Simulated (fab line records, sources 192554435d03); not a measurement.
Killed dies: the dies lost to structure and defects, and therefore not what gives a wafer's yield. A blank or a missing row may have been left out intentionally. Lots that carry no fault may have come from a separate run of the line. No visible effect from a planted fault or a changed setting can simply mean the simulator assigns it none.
fab line records    flow n5Finfet
[record] lots = 15  wafers = 45  lastDay = 19
route steps=1938 shown SD_EPI_N@287 SD_EPI_P@312 ILD0@338 BEOL_M4@1111
lots that met no fault: taken from a fault-free run of the same line
startH: hours from the record's opening day to when the first of the lot's shown wafers began    waitH: time in hours since the lot's previous step    " identical to the entry in the row above    L1.1+2: one row covering several wafers at once    - no value present, or no start provided    * or withheld: withheld    < > ~ a bound
route shown NAME@n: a module of which the file shows steps, and the number in the route of the first    usual: mean/standard deviation of fault-free wafers    same: alike in all rows    chamber/n: place in a boat    sites: each site's reading    _std_site: standard deviation of those values    _edge_site: the outer-site mean with the inner-site mean subtracted    radiusMm: for every site, how far away it sits from the centre of the wafer    mask NAME#n: copy n    behind: the most recent tool/chamber to have shaped the wafer    hold: cause of the lot's hold/its duration in hours/its outcome    device: transistor that didn't switch, given as n, p or np    end of line: tests of these same wafers at the route's end    where a step has no rows: the recipe by itself    killed: dies lost to structure and defects at the first sort, not the wafer's yield    map: shows each die of a wafer: x if killed, . if not, _ if none is there
set.NAME: the setting the step ran with; set.NAME@STEP: the setting that earlier step ran with    model.NAME: the simulator's own value behind a step, which no gauge read
the route's steps for a sample of lots (tables are steps, rows are wafers)
services: from which hour (startH, from the record's first day; less than 0 if before it) a tool's chamber was out of use, for how many hours, and why
[[steps]]
[step N5_SD_EPI_N_VAPOR_ETCH_50]
[recipe] chemistry = HCl  target = Si  tempC = 775  timeS = 54  pressureTorr = 20  mode = isotropic
[usual] chamberPressureTorr = 20.00/0.045  throttleValvePct = 11.73/0.17
lot.wafer  tool         chamber  startH  waitH  chamberPressureTorr  throttleValvePct
L603.1     epiRpcvd-03  0        53.47   0.5    20.01                11.63
L603.3     "            0        "       "      20.04                11.73
L603.5     "            0        "       "      19.98                11.65
L604.2     epiRpcvd-02  0        60.24   0.4    19.92                11.50
L604.4     "            0        "       "      19.95                11.75
L604.5     "            0        "       "      19.99                11.33
L605.3     epiRpcvd-02  0        63.37   0.3    19.86                11.66
L605.4     "            0        "       "      19.98                11.42
L605.6     "            0        "       "      19.94                11.91
L607.1     epiRpcvd-04  0        74.14   0.3    19.95                11.96
L607.3     "            0        "       "      20.01                11.68
L607.5     "            0        "       "      20.01                11.92
L608.1     epiRpcvd-04  0        79.35   0.4    20.04                11.69
L608.2     "            0        "       "      20.03                11.71
L608.6     "            0        "       "      20.04                11.78
L609.2     epiRpcvd-04  0        85.26   0.4    19.99                11.98
L609.3     "            0        "       "      19.90                11.79
L609.4     "            0        "       "      19.99                12.19
L611.2     epiRpcvd-02  0        98.16   0.3    19.99                11.64
L611.3     "            0        "       "      19.99                11.68
L611.4     "            0        "       "      20.01                11.63
L613.1     epiRpcvd-04  0        111.46  0.3    20.00                11.76
L613.2     "            0        "       "      19.99                11.99
L613.4     "            0        "       "      20.01                12.07
L614.2     epiRpcvd-04  0        121.20  0.3    19.96                11.60
L614.4     "            0        "       "      20.03                11.87
L614.6     "            0        "       "      20.01                11.71
L617.2     epiRpcvd-02  0        138.17  0.3    19.92                11.73
L617.3     "            0        "       "      20.01                11.59
L617.5     "            0        "       "      19.90                11.75
L620.1     epiRpcvd-03  0        153.60  0.5    20.06                11.78
L620.2     "            0        "       "      19.99                11.67
L620.3     "            0        "       "      20.03                11.64
L621.2     epiRpcvd-04  0        157.89  0.3    19.92                11.65
L621.4     "            0        "       "      19.95                11.70
L621.6     "            0        "       "      20.04                11.83
L623.3     epiRpcvd-04  0        172.84  0.2    19.96                11.47
L623.4     "            0        "       "      20.00                11.84
L623.5     "            0        "       "      20.00                12.03
L624.2     epiRpcvd-04  0        178.58  0.4    20.04                11.86
L624.5     "            0        "       "      20.02                11.58
L624.6     "            0        "       "      20.08                11.84
L626.1     epiRpcvd-03  0        197.70  0.4    20.07                11.83
L626.3     "            0        "       "      19.97                11.76
L626.6     "            0        "       "      20.00                11.94
[step N5_SD_EPI_P_ETCH_16]
[recipe] chemistry = CHF3/O2  target = SiO2  targetDepthA = 50  maskMaterial = SOC  pressureMtorr = 30  sourceW = 650  biasW = 170  Ar_flow_sccm = 200  CHF3_flow_sccm = 50  O2_flow_sccm = 5  ionEnergyEv = 200
[usual] drypumpMotorCurrentA = 5.7/0.69  oesProductAu = 0.75/0.062  rfVppV = 526/10  showerheadPlenumPTorr = 2.42/0.078  throttleValvePct = 19.02/0.19
lot.wafer  tool        chamber  startH  waitH  drypumpMotorCurrentA  oesProductAu  rfHoursCounterH  rfVppV  showerheadPlenumPTorr  throttleValvePct
L603.1     rieDiel-06  3        59.67   0.1    5.4                   0.77          143              517     2.43                   19.02
L603.3     "           0        "       "      6.4                   0.87          40               517     2.54                   18.55
L603.5     "           2        "       "      6.5                   0.69          -                518     2.39                   18.97
L604.2     rieDiel-06  1        64.38   0.1    5.4                   0.74          158              525     2.40                   18.90
L604.4     "           0        "       "      6.4                   0.87          41               518     2.54                   18.55
L604.5     "           2        "       "      6.5                   0.69          -                521     2.39                   18.98
L605.3     rieDiel-05  1        67.36   0.1    6.7                   0.76          119              510     2.34                   19.06
L605.4     "           0        "       "      6.7                   0.73          164              530     2.32                   19.30
L605.6     "           2        "       "      5.3                   0.72          -                524     2.50                   18.93
L607.1     rieDiel-01  0        77.69   0.1    5.0                   0.80          126              547     2.50                   19.04
L607.3     "           2        "       "      5.5                   0.80          118              543     2.43                   19.11
L607.5     "           1        "       "      5.2                   0.71          -                530     2.50                   18.88
L608.1     rieDiel-01  2        83.63   0.1    5.6                   0.80          120              543     2.43                   19.10
L608.2     "           0        "       "      5.0                   0.79          128              546     2.50                   19.04
L608.6     "           0        "       "      5.0                   0.79          -                546     2.50                   19.05
L609.2     rieDiel-01  3        89.40   0.1    4.7                   0.72          198              528     2.39                   19.16
L609.3     "           2        "       "      5.6                   0.79          122              543     2.43                   19.12
L609.4     "           0        "       "      5.0                   0.79          130              546     2.50                   19.04
L611.2     rieDiel-05  1        101.70  0.1    6.7                   0.74          132              510     2.34                   19.07
L611.3     "           0        "       "      6.7                   0.72          176              531     2.32                   19.34
L611.4     "           0        "       "      6.7                   0.72          -                528     2.32                   19.34
L613.1     rieDiel-01  2        114.90  0.1    5.5                   0.78          130              543     2.42                   19.14
L613.2     "           0        "       "      5.0                   0.79          138              545     2.50                   19.06
L613.4     "           3        "       "      4.7                   0.73          206              528     2.39                   19.18
L614.2     rieDiel-06  1        124.61  0.1    5.4                   0.73          173              524     2.39                   18.90
L614.4     "           0        "       "      6.4                   0.85          55               516     2.53                   18.55
L614.6     "           3        "       "      5.4                   0.76          -                520     2.42                   19.05
L617.2     rieDiel-06  0        141.81  0.1    6.4                   0.83          63               519     2.53                   18.58
L617.3     "           3        "       "      5.4                   0.75          166              519     2.42                   19.05
L617.5     "           1        "       "      5.4                   0.73          -                526     2.39                   18.93
L620.1     rieDiel-01  1        158.47  0.1    5.2                   0.69          219              530     2.49                   18.93
L620.2     "           0        "       "      5.0                   0.77          151              545     2.49                   19.07
L620.3     "           2        "       "      5.6                   0.78          142              543     2.42                   19.16
L621.2     rieDiel-05  0        161.42  0.1    6.7                   0.71          197              530     2.31                   19.37
L621.4     "           2        "       "      5.3                   0.71          204              524     2.49                   18.98
L621.6     "           1        "       "      6.7                   0.74          -                510     2.33                   19.13
L623.3     rieDiel-01  3        176.57  0.1    4.7                   0.70          224              530     2.38                   19.22
L623.4     "           0        "       "      5.0                   0.77          157              546     2.49                   19.09
L623.5     "           2        "       "      5.6                   0.77          -                542     2.42                   19.17
L624.2     rieDiel-05  0        182.90  0.1    6.7                   0.70          207              530     2.31                   19.37
L624.5     "           1        "       "      6.7                   0.73          -                510     2.33                   19.14
L624.6     "           2        "       "      5.3                   0.70          -                524     2.49                   18.97
L626.1     rieDiel-05  0        202.18  0.1    6.7                   0.70          213              529     2.30                   19.40
L626.3     "           2        "       "      5.3                   0.71          214              523     2.49                   19.00
L626.6     "           1        "       "      6.7                   0.72          -                510     2.32                   19.14
[step N5_SD_EPI_P_SD_RECESS_17]
[recipe] chemistry = HBr/Cl2/O2  targetDepthA = 391  btTimeS = 3  pressureMtorr = 10  icpW = 800  biasW = 112  HBr_flow_sccm = 150  Cl2_flow_sccm = 80  O2_flow_sccm = 12
[usual] drypumpMotorCurrentA = 5.6/0.56  oesProductAu = 1.006/0.014  throttleValvePct = 37.0/0.48
lot.wafer  tool      chamber  startH  waitH  drypumpMotorCurrentA  oesProductAu  rfHoursCounterH  throttleValvePct
L603.1     rieSi-03  1        59.74   0.0    5.3                   1.014         18               36.8
L603.3     "         2        "       "      5.9                   1.011         188              37.1
L603.5     "         0        "       "      4.9                   0.983         -                37.0
L604.2     rieSi-05  2        64.45   0.0    6.4                   1.021         3                37.5
L604.4     "         0        "       "      5.5                   1.000         -                36.8
L604.5     "         2        "       "      6.4                   1.031         -                37.5
L605.3     rieSi-04  2        67.43   0.0    5.5                   1.028         7                37.3
L605.4     "         1        "       "      6.0                   0.989         -                36.7
L605.6     "         2        "       "      5.5                   1.031         -                37.3
L607.1     rieSi-05  0        77.76   0.0    5.5                   0.993         32               36.8
L607.3     "         2        "       "      6.4                   1.029         3                37.5
L607.5     "         0        "       "      5.5                   1.003         -                36.8
L608.1     rieSi-04  1        83.70   0.0    6.0                   0.990         8                36.7
L608.2     "         2        "       "      5.5                   1.030         7                37.3
L608.6     "         2        "       "      5.5                   1.019         -                37.3
L609.2     rieSi-03  2        89.47   0.0    5.9                   1.018         189              37.0
L609.3     "         3        "       "      6.7                   0.989         98               37.5
L609.4     "         0        "       "      4.9                   0.988         90               37.0
L611.2     rieSi-04  0        101.77  0.0    4.6                   1.001         80               36.6
L611.3     "         2        "       "      5.5                   1.033         8                37.3
L611.4     "         1        "       "      6.0                   0.987         9                36.7
L613.1     rieSi-04  1        114.97  0.0    6.0                   0.983         9                36.7
L613.2     "         3        "       "      6.2                   1.005         73               36.3
L613.4     "         0        "       "      4.6                   1.000         80               36.6
L614.2     rieSi-04  1        124.68  0.0    6.0                   0.989         9                36.7
L614.4     "         2        "       "      5.5                   1.029         8                37.3
L614.6     "         3        "       "      6.2                   1.009         -                36.3
L617.2     rieSi-05  1        141.88  0.0    5.4                   1.018         43               37.0
L617.3     "         0        "       "      5.5                   0.997         33               36.8
L617.5     "         3        "       "      5.1                   0.991         -                38.1
L620.1     rieSi-03  3        158.54  0.0    6.7                   0.994         99               37.5
L620.2     "         0        "       "      4.9                   0.990         91               37.0
L620.3     "         2        "       "      5.9                   1.007         190              37.1
L621.2     rieSi-04  2        161.49  0.0    5.6                   1.026         9                37.3
L621.4     "         3        "       "      6.2                   1.004         74               36.3
L621.6     "         3        "       "      6.2                   1.018         -                36.3
L623.3     rieSi-05  2        176.64  0.0    6.4                   1.023         5                37.5
L623.4     "         3        "       "      5.1                   1.000         118              38.0
L623.5     "         0        "       "      5.5                   0.995         -                36.8
L624.2     rieSi-05  2        182.97  0.0    6.4                   1.028         5                37.5
L624.5     "         1        "       "      5.4                   1.018         -                37.1
L624.6     "         2        "       "      6.4                   1.027         -                37.5
L626.1     rieSi-05  2        202.25  0.0    6.4                   1.031         6                37.5
L626.3     "         0        "       "      5.5                   0.996         34               36.8
L626.6     "         0        "       "      5.5                   1.005         -                36.8
[step N5_ILD0_CMP_03]
[recipe] stopOn = SiNx  tOverpolishS = 1.9  postCmpClean = alkalineBrush  downForcePsi = 4.1491  platenRpm = 51.796  padVelocityMS = 1.0306  targetThkNm = 197.38
[usual] edgeZonePressureFrac = 1.000/0.0048  headPressurePsi = 4.149/0.0087  motorCurrentA = 12.4/1.5  overpolishRunS = 1.901/0.0091  platenRpm = 51.80/0.03  slurryFilterDpKPa = 13.51/0.15  timeToEndpointS = 71/4.1
lot.wafer  tool    chamber  startH  waitH  edgeZonePressureFrac  headPressurePsi  motorCurrentA  overpolishRunS  platenRpm  slurryFilterDpKPa  timeToEndpointS
L603.1     cmp-03  1        66.92   0.1    1.003                 4.160            13.3           1.890           51.78      13.51              70
L603.3     "       2        "       "      1.000                 4.145            13.4           1.886           51.76      13.64              68
L603.5     "       3        "       "      1.003                 4.143            13.7           1.899           51.77      13.63              74
L604.4     cmp-02  2        71.64   0.0    0.998                 4.161            11.4           1.894           51.76      13.43              71
L604.2     "       1        "       "      1.014                 4.158            10.6           1.898           51.80      13.32              74
L604.5     "       3        "       "      1.006                 4.127            14.1           1.898           51.79      13.59              69
L605.3     cmp-01  0        73.61   0.0    1.004                 4.158            12.3           1.894           51.70      13.29              67
L605.4     "       1        "       "      0.999                 4.146            14.9           1.899           51.83      13.59              64
L605.6     "       1        "       "      1.009                 4.148            14.9           1.907           51.84      13.53              63
L607.3     cmp-02  0        84.25   0.1    0.998                 4.158            9.9            1.912           51.81      13.73              66
L607.1     "       2        "       "      1.006                 4.150            12.8           1.901           51.79      13.71              70
L607.5     "       0        "       "      0.999                 4.157            9.6            1.896           51.76      13.48              69
L608.2     cmp-01  1        90.93   0.1    -                     -                -              -               -          -                  -
L608.1     "       2        "       "      -                     -                -              -               -          -                  -
L608.6     "       3        "       "      -                     -                -              -               -          -                  -
L609.2     cmp-01  1        96.80   0.0    -                     -                -              -               -          -                  -
L609.4     "       2        "       "      -                     -                -              -               -          -                  -
L609.3     "       0        "       "      -                     -                -              -               -          -                  -
L611.3     cmp-03  0        107.99  0.0    -                     -                -              -               -          -                  -
L611.4     "       1        "       "      -                     -                -              -               -          -                  -
L611.2     "       3        "       "      -                     -                -              -               -          -                  -
L613.4     cmp-02  2        121.35  0.0    1.006                 4.158            12.9           1.904           51.81      13.42              74
L613.1     "       3        "       "      1.001                 4.162            13.1           1.899           51.80      13.54              70
L613.2     "       0        "       "      0.999                 4.154            10.5           1.904           51.78      13.20              68
L614.2     cmp-03  1        131.99  0.1    1.001                 4.150            14.3           1.917           51.79      13.67              70
L614.4     "       2        "       "      0.997                 4.156            13.8           1.894           51.82      13.70              69
L614.6     "       1        "       "      0.996                 4.145            12.7           1.888           51.80      13.46              73
L617.2     cmp-01  3        148.18  0.1    0.992                 4.156            10.4           1.890           51.80      13.67              68
L617.3     "       0        "       "      0.994                 4.161            12.4           1.895           51.84      13.35              70
L617.5     "       2        "       "      0.999                 4.153            13.3           1.903           51.82      13.59              69
L620.3     cmp-03  1        164.83  0.1    1.000                 4.155            12.7           1.891           51.80      13.35              70
L620.1     "       2        "       "      1.004                 4.140            12.8           1.887           51.82      13.33              71
L620.2     "       3        "       "      0.996                 4.153            13.8           1.893           51.82      13.47              71
L621.4     cmp-02  0        169.86  0.0    0.992                 4.178            10.6           1.924           51.82      13.39              75
L621.2     "       2        "       "      1.000                 4.162            12.1           1.900           51.79      13.35              77
L621.6     "       0        "       "      0.990                 4.150            10.6           1.903           51.83      13.56              75
L623.4     cmp-02  2        184.05  0.0    1.000                 4.150            12.4           1.907           51.82      13.68              79
L623.3     "       0        "       "      0.997                 4.153            9.8            1.905           51.79      13.69              73
L623.5     "       3        "       "      1.002                 4.147            13.7           1.911           51.79      13.73              74
L624.2     cmp-03  2        190.24  0.1    1.005                 4.157            12.8           1.895           51.79      13.51              73
L624.6     "       3        "       "      0.993                 4.135            13.8           1.911           51.81      13.54              76
L624.5     "       0        "       "      0.997                 4.160            11.2           1.904           51.77      13.29              73
L626.1     cmp-01  3        209.57  0.1    1.004                 4.147            10.7           1.900           51.84      13.56              70
L626.3     "       1        "       "      1.002                 4.141            14.3           1.897           51.82      13.36              68
L626.6     "       3        "       "      1.002                 4.153            10.6           1.895           51.81      13.27              67
[step N5_BEOL_M4_RC_MEAS_101]
[usual] DIBL_N = 36.3/1.9  DIBL_P = 36.0/2.1  IOFF_N = 0.16/0.031  IOFF_P = 0.21/0.035  ION_N = 675/14  ION_P = 464/8.5  SS_N = 71.5/0.6  SS_P = 73.3/0.72  VT_N = 250/3.2  VT_P = -250/3.1
lot.wafer  tool       chamber  startH  waitH  DIBL_N[mV/V]  DIBL_P[mV/V]  IOFF_N[nA/um]  IOFF_P[nA/um]  ION_N[uA/um]  ION_P[uA/um]  SS_N[mV/dec]  SS_P[mV/dec]  VT_N[mV]  VT_P[mV]
L603.1     prober-02  0        162.43  0.0    37.9          38.3          0.19           0.27           683           472           71.8          74.1          247       -245
L603.3     "          0        "       "      38.2          39.7          0.21           0.31           705           484           71.7          74.4          245       -244
L603.5     "          0        "       "      37.5          38.2          0.19           0.27           688           470           71.7          74.0          245       -246
L604.2     prober-02  0        173.52  0.2    33.9          34.2          0.12           0.18           658           458           71.0          72.4          252       -251
L604.4     "          0        "       "      36.2          36.9          0.16           0.23           668           462           71.5          73.3          250       -248
L604.5     "          0        "       "      35.7          35.3          0.14           0.21           656           454           70.8          72.4          252       -249
L605.3     prober-01  0        174.19  0.3    33.5          31.3          0.11           0.14           649           443           70.3          72.5          254       -258
L605.4     "          0        "       "      37.7          36.1          0.17           0.20           662           455           72.0          73.5          253       -252
L605.6     "          0        "       "      34.6          32.5          0.13           0.15           664           452           71.9          72.4          253       -256
L607.1     prober-02  0        186.04  0.0    36.8          36.4          0.15           0.20           654           452           72.1          73.0          254       -254
L607.3     "          0        "       "      35.1          34.4          0.13           0.18           664           455           70.7          72.6          253       -253
L607.5     "          0        "       "      34.9          34.6          0.13           0.18           668           459           71.4          73.1          253       -253
L613.1     prober-01  0        214.27  0.0    35.1          35.4          0.14           0.20           681           474           71.3          72.9          250       -250
L613.2     "          0        "       "      34.2          34.7          0.13           0.19           668           459           71.3          73.1          254       -251
L613.4     "          0        "       "      34.3          32.9          0.11           0.15           656           449           71.3          72.6          259       -254
L617.2     prober-01  0        285.25  0.2    37.7          35.8          0.17           0.22           691           473           72.6          73.5          248       -246
L617.3     "          0        "       "      36.4          34.5          0.15           0.19           675           462           72.1          72.9          250       -251
L617.5     "          0        "       "      37.2          34.4          0.16           0.19           676           460           72.3          72.9          251       -251
L624.2     prober-02  0        288.12  0.2    38.4          36.3          0.17           0.21           663           453           72.6          73.2          250       -250
L624.5     "          0        "       "      35.6          34.7          0.12           0.19           668           464           71.1          73.2          252       -251
L624.6     "          0        "       "      38.0          37.4          0.16           0.22           676           460           72.0          74.0          248       -246
L623.3     prober-01  0        289.68  0.3    35.2          36.5          0.14           0.17           678           458           70.4          72.9          248       -257
L623.4     "          0        "       "      35.7          36.8          0.16           0.18           681           457           71.7          73.2          248       -254
L623.5     "          0        "       "      37.2          39.7          0.19           0.22           698           471           72.5          73.5          246       -250
L614.2     prober-01  0        295.61  0.2    38.0          36.9          0.18           0.25           688           464           71.5          73.6          248       -250
L614.4     "          0        "       "      39.8          38.6          0.22           0.28           686           470           72.1          74.4          247       -246
L614.6     "          0        "       "      36.5          34.7          0.15           0.21           667           458           71.7          72.7          251       -250
L621.2     prober-02  0        307.71  0.2    37.5          35.8          0.16           0.21           694           471           71.5          74.1          249       -249
L621.4     "          0        "       "      39.9          38.6          0.21           0.25           683           462           72.6          74.0          245       -247
L621.6     "          0        "       "      40.5          39.5          0.24           0.27           715           481           72.2          74.0          244       -245
L620.1     prober-01  0        313.40  0.0    38.9          37.9          0.18           0.24           673           462           71.4          74.0          248       -249
L620.2     "          0        "       "      36.9          34.5          0.15           0.19           673           456           71.2          73.6          249       -252
L620.3     "          0        "       "      37.8          36.4          0.15           0.22           648           451           72.2          74.2          253       -252
L626.1     prober-01  0        340.67  0.0    36.2          36.7          0.15           0.21           668           460           71.1          73.1          250       -249
L626.3     "          0        "       "      36.5          36.7          0.15           0.21           668           458           70.7          73.2          251       -248
L626.6     "          0        "       "      36.9          37.3          0.16           0.21           665           457           71.4          74.1          251       -250
[[services]]
tool         chamber  startH  hours  kind
cmp-01       -        36.39   10.9   pm
rieSi-04     0        37.80   2.8    repair
epiRpcvd-02  -        41.53   8.1    pm
rieSi-05     1        61.31   6.5    repair
epiRpcvd-04  -        61.41   2.7    repair
rieDiel-05   -        61.74   0.4    repair
rieSi-04     -        76.99   0.3    repair
rieDiel-06   -        78.44   14.6   pm
rieSi-04     0        82.15   13.6   repair
cmp-03       -        90.52   1.1    repair
rieDiel-05   3        93.56   -      clean
rieSi-03     0        125.66  9.2    repair
rieSi-03     -        129.77  0.4    repair
cmp-03       -        153.60  5.6    pm
epiRpcvd-04  -        155.36  0.6    repair
cmp-01       -        156.94  4.0    pm
rieDiel-05   2        167.42  14.2   repair
rieDiel-06   -        168.33  28.1   pm
cmp-01       -        180.89  3.8    repair
rieSi-03     3        183.85  32.6   repair
cmp-02       -        192.55  0.3    repair
rieSi-04     -        194.70  2.8    pm
rieSi-03     1        198.13  6.3    repair
rieSi-05     0        208.92  5.1    repair
[[key]]
[firstSign] step = N5_ILD0_CMP_03  reading = toolRecord  direction = missing
effect none on later readings
metAt N5_ILD0_CMP_03
struckLots L608,L609,L611
rowsEnd L611.2,L611.3,L611.4
laterRowsLeftOut L608.1,L608.2,L608.6,L609.2,L609.3,L609.4
sortLeftOut L608.1,L608.2,L608.6,L609.2,L609.3,L609.4
notActingAt N5_SD_EPI_N_VAPOR_ETCH_50,N5_SD_EPI_P_ETCH_16,N5_SD_EPI_P_SD_RECESS_17
onsetBetween 73.61 90.93
[fault] kind = skippedStepWhole  tool = cmp-01,cmp-03  chamber = -  onsetH = 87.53  steps = N5_ILD0_CMP_03  scope = struckLotsOnly
// sortLeftOut: the simulated sort isn't trusted on such a fault, so these wafers' sort isn't shown, and their yield isn't known
// laterRowsLeftOut: the simulator's readings of these wafers behind a module that went badly wrong aren't trusted and aren't shown, but for the sort
// rowsEnd: these wafers met a further fault down the route, and their rows from its step on are left out
